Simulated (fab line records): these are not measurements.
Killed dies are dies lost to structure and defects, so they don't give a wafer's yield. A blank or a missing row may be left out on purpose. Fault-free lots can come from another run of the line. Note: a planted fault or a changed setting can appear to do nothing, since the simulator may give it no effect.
Chamber matching	flow nand_harc	NHARC_A_WL_FILL_ETCHBACK_26 on rie_si-04: 4 sister chambers
The step etches the open film in HBr, target depth 52 nm, time 13.3 s. 8 wafers are shown with their chamber, then 7 later ones without.

## WAFERS, EACH WITH ITS CHAMBER
wafer	chamber	oes_product_au (a.u.)	throttle_valve_pct (%)
L375.1	2	1.012	23.270
L381.2	0	0.991	23.277
L381.5	2	1.013	23.270
L383.2	0	0.985	23.278
L383.3	1	1.006	23.254
L383.5	3	0.995	23.273
L391.2	1	1.008	23.263
L391.5	3	0.981	23.269

## WAFERS MISSING THEIR CHAMBER
wafer	oes_product_au (a.u.)	throttle_valve_pct (%)
L391.6	0.984	23.271
L394.1	1.027	23.261
L394.2	0.992	23.263
L394.4	0.994	23.274
L396.3	0.989	23.266
L396.4	1.010	23.274
L396.5	1.021	23.266

## CHAMBER TAKEN BY EACH
wafer	from the rows above	in truth
L391.6	can't be placed: 3 or 0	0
L394.1	can't be placed: 2 or 1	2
L394.2	can't be placed: 3 or 1 or 0 or 2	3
L394.4	can't be placed: 3 or 0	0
L396.3	can't be placed: 3 or 0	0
L396.4	2	2
L396.5	can't be placed: 2 or 1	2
1 of 7 placed correctly. From these rows, 6 cannot be placed; in 6 the true chamber is one of the candidates. 0 placed wrongly.
How it was worked out, from the rows above alone: a wafer's distance from a chamber is the root of the sum, over the readings, of the square of ((its reading less the chamber's mean) divided by the reading's scatter). If the next closest chamber is less than 2 further off than the closest, the wafer can't be placed; otherwise it belongs to the closest. A chamber's mean is the mean of its shown wafers. The scatter is the square root of a quotient: the sum, over the shown wafers, of each reading's squared deviation from its chamber's mean, divided by wafers minus chambers.
